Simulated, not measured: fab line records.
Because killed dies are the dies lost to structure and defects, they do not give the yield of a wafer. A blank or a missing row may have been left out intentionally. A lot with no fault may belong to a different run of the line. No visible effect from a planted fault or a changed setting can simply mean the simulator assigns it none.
Chamber matching / flow n5-finfet / rie-diel-03 running N5_GATE_CUT_STRIP_59: 4 sister chambers
The step strips in N2/H2, time 20 s. 4 wafers are shown with their chamber, then 7 later ones without.

== WAFERS WITH THEIR CHAMBER ==
wafer=L082.1; chamber=2; drypump-motor-current-A (A)=5.1
wafer=L088.1; chamber=0; drypump-motor-current-A (A)=5.9
wafer=L090.1; chamber=3; drypump-motor-current-A (A)=5.5
wafer=L090.4; chamber=1; drypump-motor-current-A (A)=6.1

== WAFERS MISSING THEIR CHAMBER ==
wafer=L090.6; drypump-motor-current-A (A)=6.1
wafer=L094.2; drypump-motor-current-A (A)=5.4
wafer=L094.3; drypump-motor-current-A (A)=5.9
wafer=L094.5; drypump-motor-current-A (A)=5.9
wafer=L097.2; drypump-motor-current-A (A)=5.1
wafer=L097.3; drypump-motor-current-A (A)=5.4
wafer=L097.6; drypump-motor-current-A (A)=6.1

== WHICH CHAMBER EACH ONE RAN IN ==
wafer=L090.6; from the rows above=1; in truth=1
wafer=L094.2; from the rows above=3; in truth=3
wafer=L094.3; from the rows above=0; in truth=0
wafer=L094.5; from the rows above=0; in truth=0
wafer=L097.2; from the rows above=2; in truth=2
wafer=L097.3; from the rows above=3; in truth=3
wafer=L097.6; from the rows above=1; in truth=1
7 of 7 placed correctly. Can't be placed from these rows: 0. Number placed wrongly: 0.
How it was worked out, from the rows above alone: a wafer's distance from a chamber is the root of the sum, over the readings, of the square of ((its reading less the chamber's mean) divided by the reading's scatter). The wafer belongs to the nearest chamber; if the next one is less than 2 further off, it can't be placed. Each chamber's mean is taken over the wafers shown for it. The scatter: with one shown wafer a chamber, the root of the mean of the squares of how far each hidden wafer lies from its nearest shown one.
